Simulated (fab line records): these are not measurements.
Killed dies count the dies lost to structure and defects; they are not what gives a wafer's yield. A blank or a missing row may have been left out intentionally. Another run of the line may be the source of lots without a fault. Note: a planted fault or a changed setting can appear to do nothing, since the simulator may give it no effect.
fab line records + flow nand-harc + part 2 of 2: steps 22 to 28 of 28
[record]
- lots = 5
- wafers = 15
- last-day = 33
route steps=1302 shown A_STAIRCASE@710
lots that met no fault: taken from a fault-free run of the same line
start-h: the number of hours between the record's first day and the start of the first shown wafer of the lot + wait-h: hours since the lot's step before + " as in the row above + L1.1+2: a single row standing in for several wafers + - either no value or no given start + * or withheld: withheld + < > ~ a bound
route shown NAME@n: NAME is a module with steps in the file, n the number in the route of the first one + usual: mean/standard deviation of fault-free wafers + same: alike in all rows + chamber/n: place in a boat + sites: each site's reading + _std_site: how widely they spread, as a standard deviation + _edge_site: inner sites' mean taken away from outer sites' mean + radius-mm: how far each site lies from the wafer's centre + mask NAME#n: copy n + behind: the most recent tool/chamber to have shaped the wafer + hold: what put the lot on hold/how long, in hours/how the hold closed + device: which transistor (n, p or np) failed to switch + end of line: the route-end tests of the same wafers + a step with no rows: only its recipe + killed: count of dies lost to structure and defects at first sort (not the wafer's yield) + map: a wafer's dies, x killed, . not, _ none there
set.NAME: the setting that was run; set.NAME@STEP: the one run at that earlier step + model.NAME: the simulator's own value behind a step, which no gauge read
lots seen at some steps along the route; tables by step, rows by wafer
services: from which hour (start-h, from the record's first day; less than 0 if before it) a tool's chamber was out of use, for how many hours, and why
[[steps]]
[step NHARC_A_STAIRCASE_DESCUM_219]
[recipe]
- time-s = 3
- o2-flow-sccm = 200
- ar-flow-sccm = 0
- bias-power-w = 0
- chemistry = O2
[usual]
- drypump-motor-current-A = 5.9/0.37
- oes-product-au = 0.999/0.01
- rf-vpp-V = 57.8/0.88
- showerhead-plenum-p-Torr = 1.90/0.063
- throttle-valve-pct = 11.311/0.0085
| lot.wafer | tool        | chamber | start-h | wait-h | drypump-motor-current-A | oes-product-au | rf-hours-counter-h | rf-vpp-V | showerhead-plenum-p-Torr | throttle-valve-pct |
|-----------|-------------|---------|---------|--------|-------------------------|----------------|--------------------|----------|--------------------------|--------------------|
| L077.4    | rie-diel-03 | 0       | 394.87  | -      | 6.1                     | 1.001          | 34                 | 57.8     | 1.89                     | 11.324             |
| L077.1    | "           | 1       | "       | "      | 6.3                     | 0.990          | 33                 | 57.8     | 1.88                     | 11.301             |
| L077.2    | "           | 2       | "       | "      | 6.0                     | 1.001          | 33                 | 58.8     | 2.03                     | 11.314             |
| L084.1    | rie-diel-07 | 0       | 462.58  | -      | 5.1                     | 1.013          | 52                 | 58.0     | 1.89                     | 11.305             |
| L084.3    | "           | 2       | "       | "      | 5.6                     | 1.011          | 54                 | 57.2     | 1.79                     | 11.316             |
| L084.5    | "           | 1       | "       | "      | 6.0                     | 1.003          | -                  | 58.9     | 1.89                     | 11.301             |
| L089.2    | rie-diel-07 | 3       | 507.02  | -      | 5.9                     | 1.009          | 8                  | 59.0     | 1.97                     | 11.328             |
| L089.4    | "           | 0       | "       | "      | 5.1                     | 0.994          | 7                  | 57.9     | 1.88                     | 11.322             |
| L089.6    | "           | 0       | "       | "      | 5.1                     | 1.001          | -                  | 57.9     | 1.88                     | 11.300             |
| L096.3    | rie-diel-07 | 1       | 582.57  | -      | 6.0                     | 0.981          | 34                 | 58.4     | 1.88                     | 11.304             |
| L096.1    | "           | 2       | "       | "      | 5.6                     | 1.005          | 34                 | 56.9     | 1.78                     | 11.306             |
| L096.4    | "           | 2       | "       | "      | 5.6                     | 1.006          | -                  | 56.5     | 1.78                     | 11.308             |
| L097.1    | rie-diel-07 | 2       | 583.10  | -      | 5.7                     | 1.011          | 34                 | 56.9     | 1.78                     | 11.304             |
| L097.4    | "           | 2       | "       | "      | 5.7                     | 1.007          | -                  | 57.5     | 1.78                     | 11.316             |
| L097.6    | "           | 3       | "       | "      | 5.8                     | 0.996          | -                  | 59.9     | 1.96                     | 11.325             |
[step NHARC_A_STAIRCASE_TRIM_220]
[recipe]
- time-s = 211.2
- o2-flow-sccm = 500
- ar-flow-sccm = 0
- bias-w = 0
- chemistry = O2
[usual]
- drypump-motor-current-A = 6.0/0.36
- oes-product-au = 1.000/0.0094
- rf-vpp-V = 57.9/0.9
- showerhead-plenum-p-Torr = 3.50/0.11
- throttle-valve-pct = 17.037/0.0086
| lot.wafer | tool        | chamber | start-h | wait-h | drypump-motor-current-A | oes-product-au | rf-hours-counter-h | rf-vpp-V | showerhead-plenum-p-Torr | throttle-valve-pct |
|-----------|-------------|---------|---------|--------|-------------------------|----------------|--------------------|----------|--------------------------|--------------------|
| L077.4    | rie-diel-03 | 3       | 394.95  | 0.1    | 6.2                     | 0.991          | 34                 | 59.2     | 3.67                     | 17.032             |
| L077.2    | "           | 0       | "       | "      | 6.1                     | 1.005          | 34                 | 57.7     | 3.49                     | 17.039             |
| L077.1    | "           | 1       | "       | "      | 6.3                     | 0.991          | 33                 | 58.3     | 3.47                     | 17.038             |
| L084.3    | rie-diel-07 | 2       | 462.67  | 0.1    | 5.6                     | 0.999          | 54                 | 56.0     | 3.32                     | 17.057             |
| L084.1    | "           | 0       | "       | "      | 5.2                     | 1.006          | 52                 | 57.2     | 3.48                     | 17.046             |
| L084.5    | "           | 3       | "       | "      | 5.9                     | 1.019          | -                  | 57.9     | 3.64                     | 17.036             |
| L089.2    | rie-diel-07 | 3       | 507.13  | 0.1    | 5.9                     | 1.007          | 8                  | 57.3     | 3.63                     | 17.037             |
| L089.4    | "           | 1       | "       | "      | 6.0                     | 0.992          | 6                  | 58.1     | 3.49                     | 17.041             |
| L089.6    | "           | 3       | "       | "      | 5.9                     | 1.005          | -                  | 56.8     | 3.63                     | 17.029             |
| L096.1    | rie-diel-07 | 1       | 582.72  | 0.1    | 6.1                     | 0.999          | 34                 | 56.7     | 3.47                     | 17.030             |
| L096.3    | "           | 3       | "       | "      | 5.9                     | 1.009          | 33                 | 57.5     | 3.62                     | 17.045             |
| L096.4    | "           | 1       | "       | "      | 6.1                     | 0.989          | -                  | 57.3     | 3.47                     | 17.039             |
| L097.1    | rie-diel-07 | 1       | 583.25  | 0.1    | 6.0                     | 0.980          | 34                 | 59.2     | 3.47                     | 17.034             |
| L097.4    | "           | 3       | "       | "      | 5.9                     | 0.997          | -                  | 57.1     | 3.62                     | 17.035             |
| L097.6    | "           | 1       | "       | "      | 6.0                     | 0.981          | -                  | 54.6     | 3.47                     | 17.041             |
[step NHARC_A_STAIRCASE_ETCH_221]
[recipe]
- target-depth-a = 1000
- time-s = 40.5
- ion-energy-ev = 400
- c4f8-flow-sccm = 20
- o2-flow-sccm = 10
- ar-flow-sccm = withheld
- rf-w = 600
- bias-w = 1000
- chemistry = C4F8/O2
[usual]
- oes-product-au = 0.941/0.016
- rf-vpp-V = 895/4.1
| lot.wafer | tool        | chamber | start-h | wait-h | oes-product-au | rf-hours-counter-h | rf-vpp-V |
|-----------|-------------|---------|---------|--------|----------------|--------------------|----------|
| L077.1    | rie-diel-03 | 3       | -       | -      | 0.936          | 34                 | 900      |
| L077.2    | "           | 0       | "       | "      | 0.955          | 34                 | 895      |
| L077.4    | "           | 2       | "       | "      | 0.958          | 33                 | 903      |
| L084.1    | rie-diel-07 | 2       | -       | -      | 0.954          | 55                 | 888      |
| L084.3    | "           | 1       | "       | "      | 0.948          | 54                 | 895      |
| L084.5    | "           | 2       | "       | "      | 0.956          | -                  | 887      |
| L089.4    | rie-diel-07 | 3       | -       | -      | 0.919          | 9                  | 900      |
| L089.2    | "           | 0       | "       | "      | 0.926          | 7                  | 895      |
| L089.6    | "           | 2       | "       | "      | 0.939          | -                  | 889      |
| L096.1    | rie-diel-07 | 3       | -       | -      | 0.928          | 33                 | 900      |
| L096.3    | "           | 2       | "       | "      | 0.951          | 34                 | 888      |
| L096.4    | "           | 3       | "       | "      | 0.937          | -                  | 900      |
| L097.1    | rie-diel-07 | 3       | -       | -      | 0.937          | 33                 | 901      |
| L097.6    | "           | 3       | "       | "      | 0.937          | -                  | 899      |
| L097.4    | "           | 2       | "       | "      | 0.929          | -                  | 886      |
[step NHARC_A_STAIRCASE_TRIM_222]
[recipe]
- time-s = 211.2
- o2-flow-sccm = 500
- ar-flow-sccm = 0
- bias-w = 0
- chemistry = O2
[usual]
- drypump-motor-current-A = 6.0/0.35
- oes-product-au = 1.000/0.01
- rf-vpp-V = 57.7/0.84
- showerhead-plenum-p-Torr = 3.50/0.11
- throttle-valve-pct = 17.037/0.0094
| lot.wafer | tool        | chamber | start-h | wait-h | drypump-motor-current-A | oes-product-au | rf-hours-counter-h | rf-vpp-V | showerhead-plenum-p-Torr | throttle-valve-pct |
|-----------|-------------|---------|---------|--------|-------------------------|----------------|--------------------|----------|--------------------------|--------------------|
| L077.4    | rie-diel-03 | 3       | -       | -      | 6.2                     | 0.990          | 34                 | 57.3     | 3.67                     | 17.038             |
| L077.2    | "           | 0       | "       | "      | 6.1                     | 1.023          | 35                 | 56.9     | 3.49                     | 17.035             |
| L077.1    | "           | 2       | "       | "      | 6.0                     | 1.011          | 33                 | 60.0     | 3.73                     | 17.037             |
| L084.1    | rie-diel-07 | 2       | -       | -      | 5.7                     | 1.006          | 55                 | 56.6     | 3.32                     | 17.033             |
| L084.3    | "           | 0       | "       | "      | 5.1                     | 1.006          | 53                 | 58.3     | 3.48                     | 17.046             |
| L084.5    | "           | 1       | "       | "      | 6.1                     | 1.000          | -                  | 57.9     | 3.49                     | 17.047             |
| L089.2    | rie-diel-07 | 1       | -       | -      | 6.0                     | 0.990          | 7                  | 56.8     | 3.49                     | 17.031             |
| L089.4    | "           | 3       | "       | "      | 5.9                     | 1.004          | 9                  | 57.8     | 3.63                     | 17.033             |
| L089.6    | "           | 1       | "       | "      | 6.0                     | 0.984          | -                  | 57.6     | 3.49                     | 17.030             |
| L096.3    | rie-diel-07 | 3       | -       | -      | 5.9                     | 1.011          | 33                 | 57.8     | 3.62                     | 17.018             |
| L096.1    | "           | 2       | "       | "      | 5.7                     | 1.005          | 34                 | 57.7     | 3.30                     | 17.057             |
| L096.4    | "           | 2       | "       | "      | 5.7                     | 1.007          | -                  | 56.5     | 3.30                     | 17.024             |
| L097.1    | rie-diel-07 | 1       | -       | -      | 6.0                     | 0.990          | 34                 | 57.6     | 3.47                     | 17.029             |
| L097.4    | "           | 2       | "       | "      | 5.7                     | 1.002          | -                  | 57.5     | 3.30                     | 17.046             |
| L097.6    | "           | 3       | "       | "      | 5.9                     | 0.995          | -                  | 57.2     | 3.62                     | 17.049             |
[step NHARC_A_STAIRCASE_ETCH_223]
[recipe]
- target-depth-a = 1000
- time-s = 40.5
- ion-energy-ev = 400
- c4f8-flow-sccm = 20
- o2-flow-sccm = 10
- ar-flow-sccm = withheld
- rf-w = 600
- bias-w = 1000
- chemistry = C4F8/O2
[usual]
- oes-product-au = 0.942/0.013
- rf-vpp-V = 895/4.3
| lot.wafer | tool        | chamber | start-h | wait-h | oes-product-au | rf-hours-counter-h | rf-vpp-V |
|-----------|-------------|---------|---------|--------|----------------|--------------------|----------|
| L077.2    | rie-diel-03 | 3       | -       | -      | 0.931          | 35                 | 902      |
| L077.1    | "           | 0       | "       | "      | 0.955          | 35                 | 894      |
| L077.4    | "           | 1       | "       | "      | 0.961          | 33                 | 893      |
| L084.3    | rie-diel-07 | 0       | -       | -      | 0.952          | 53                 | 895      |
| L084.1    | "           | 1       | "       | "      | 0.949          | 54                 | 894      |
| L084.5    | "           | 2       | "       | "      | 0.968          | -                  | 888      |
| L089.2    | rie-diel-07 | 2       | -       | -      | 0.939          | 8                  | 888      |
| L089.4    | "           | 3       | "       | "      | 0.941          | 9                  | 900      |
| L089.6    | "           | 2       | "       | "      | 0.940          | -                  | 887      |
| L096.1    | rie-diel-07 | 3       | -       | -      | 0.923          | 33                 | 899      |
| L096.3    | "           | 2       | "       | "      | 0.923          | 35                 | 886      |
| L096.4    | "           | 2       | "       | "      | 0.929          | -                  | 886      |
| L097.1    | rie-diel-07 | 3       | -       | -      | 0.946          | 34                 | 900      |
| L097.4    | "           | 1       | "       | "      | 0.932          | -                  | 893      |
| L097.6    | "           | 2       | "       | "      | 0.940          | -                  | 888      |
[step NHARC_A_STAIRCASE_TRIM_224]
[recipe]
- time-s = 211.2
- o2-flow-sccm = 500
- ar-flow-sccm = 0
- bias-w = 0
- chemistry = O2
[usual]
- drypump-motor-current-A = 5.9/0.36
- oes-product-au = 0.999/0.0097
- rf-vpp-V = 57.8/0.83
- showerhead-plenum-p-Torr = 3.51/0.11
- throttle-valve-pct = 17.035/0.0085
| lot.wafer | tool        | chamber | start-h | wait-h | drypump-motor-current-A | oes-product-au | rf-hours-counter-h | rf-vpp-V | showerhead-plenum-p-Torr | throttle-valve-pct |
|-----------|-------------|---------|---------|--------|-------------------------|----------------|--------------------|----------|--------------------------|--------------------|
| L077.4    | rie-diel-03 | 0       | -       | -      | 6.1                     | 1.017          | 35                 | 56.9     | 3.49                     | 17.045             |
| L077.2    | "           | 1       | "       | "      | 6.3                     | 1.001          | 33                 | 57.6     | 3.47                     | 17.040             |
| L077.1    | "           | 2       | "       | "      | 6.0                     | 1.008          | 33                 | 57.7     | 3.73                     | 17.055             |
| L084.3    | rie-diel-07 | 0       | -       | -      | 5.1                     | 0.996          | 53                 | 57.9     | 3.48                     | 17.037             |
| L084.1    | "           | 1       | "       | "      | 6.1                     | 0.990          | 54                 | 58.5     | 3.49                     | 17.040             |
| L084.5    | "           | 0       | "       | "      | 5.1                     | 0.998          | -                  | 59.0     | 3.48                     | 17.033             |
| L089.4    | rie-diel-07 | 0       | -       | -      | 5.1                     | 1.007          | 8                  | 57.5     | 3.47                     | 17.040             |
| L089.2    | "           | 3       | "       | "      | 5.9                     | 1.004          | 9                  | 57.5     | 3.63                     | 17.022             |
| L089.6    | "           | 0       | "       | "      | 5.1                     | 1.004          | -                  | 57.6     | 3.47                     | 17.033             |
| L096.3    | rie-diel-07 | 2       | -       | -      | 5.7                     | 1.013          | 35                 | 57.7     | 3.30                     | 17.055             |
| L096.1    | "           | 3       | "       | "      | 5.9                     | 0.999          | 33                 | 57.7     | 3.62                     | 17.045             |
| L096.4    | "           | 3       | "       | "      | 5.9                     | 0.998          | -                  | 57.4     | 3.62                     | 17.017             |
| L097.1    | rie-diel-07 | 1       | -       | -      | 6.0                     | 0.988          | 34                 | 57.9     | 3.47                     | 17.027             |
| L097.4    | "           | 3       | "       | "      | 5.9                     | 0.998          | -                  | 57.2     | 3.62                     | 17.035             |
| L097.6    | "           | 2       | "       | "      | 5.6                     | 1.004          | -                  | 56.6     | 3.30                     | 17.042             |
[step NHARC_A_STAIRCASE_ETCH_225]
[recipe]
- target-depth-a = 1000
- time-s = 40.5
- ion-energy-ev = 400
- c4f8-flow-sccm = 20
- o2-flow-sccm = 10
- ar-flow-sccm = withheld
- rf-w = 600
- bias-w = 1000
- chemistry = C4F8/O2
[usual]
- oes-product-au = 0.941/0.011
- rf-vpp-V = 895/4.3
| lot.wafer | tool        | chamber | start-h | wait-h | oes-product-au | rf-hours-counter-h | rf-vpp-V |
|-----------|-------------|---------|---------|--------|----------------|--------------------|----------|
| L077.1    | rie-diel-03 | 2       | -       | -      | 0.943          | 33                 | 902      |
| L077.2    | "           | 3       | "       | "      | 0.932          | 35                 | 900      |
| L077.4    | "           | 0       | "       | "      | 0.955          | 35                 | 894      |
| L084.3    | rie-diel-07 | 1       | -       | -      | 0.945          | 54                 | 896      |
| L084.1    | "           | 3       | "       | "      | 0.984          | 55                 | 900      |
| L084.5    | "           | 1       | "       | "      | 0.937          | -                  | 893      |
| L089.2    | rie-diel-07 | 0       | -       | -      | 0.928          | 8                  | 894      |
| L089.4    | "           | 1       | "       | "      | 0.933          | 7                  | 894      |
| L089.6    | "           | 0       | "       | "      | 0.926          | -                  | 895      |
| L096.1    | rie-diel-07 | 3       | -       | -      | 0.943          | 33                 | 897      |
| L096.3    | "           | 2       | "       | "      | 0.936          | 35                 | 889      |
| L096.4    | "           | 1       | "       | "      | 0.928          | -                  | 895      |
| L097.1    | rie-diel-07 | 3       | -       | -      | 0.941          | 34                 | 899      |
| L097.6    | "           | 3       | "       | "      | 0.935          | -                  | 901      |
| L097.4    | "           | 1       | "       | "      | 0.932          | -                  | 894      |
[[services]]
| tool            | chamber | start-h | hours | kind   |
|-----------------|---------|---------|-------|--------|
| rie-diel-01     | -       | 385.22  | 9.0   | pm     |
| krf-scanner-02  | -       | 388.53  | 2.4   | repair |
| krf-scanner-03  | -       | 396.00  | 4.0   | pm     |
| litho-track-02  | -       | 402.00  | 7.0   | pm     |
| wet-bench-04    | -       | 403.20  | 8.0   | pm     |
| rie-diel-03     | 3       | 412.11  | 5.2   | repair |
| litho-track-07  | -       | 426.00  | 7.0   | pm     |
| plasma-asher-02 | -       | 426.00  | 9.0   | pm     |
| wet-bench-05    | -       | 436.80  | 8.0   | pm     |
| krf-scanner-02  | -       | 438.00  | 4.0   | pm     |
| rie-diel-03     | -       | 458.41  | 9.0   | pm     |
| rie-diel-07     | 1       | 464.75  | 7.1   | repair |
| krf-scanner-04  | -       | 465.21  | 9.8   | repair |
| krf-scanner-02  | -       | 469.84  | 0.2   | repair |
| rie-diel-07     | -       | 472.80  | 9.0   | pm     |
| litho-track-05  | -       | 474.00  | 7.0   | pm     |
| rie-diel-03     | 3       | 497.25  | 12.1  | repair |
| plasma-asher-01 | -       | 519.04  | 9.0   | pm     |
| wet-bench-09    | -       | 528.80  | 8.0   | pm     |
| rie-diel-01     | -       | 562.26  | 9.0   | pm     |
| krf-scanner-02  | -       | 566.61  | 1.7   | repair |
| krf-scanner-03  | -       | 568.00  | 4.0   | pm     |
| litho-track-02  | -       | 577.00  | 7.0   | pm     |
| wet-bench-04    | -       | 579.20  | 8.0   | pm     |
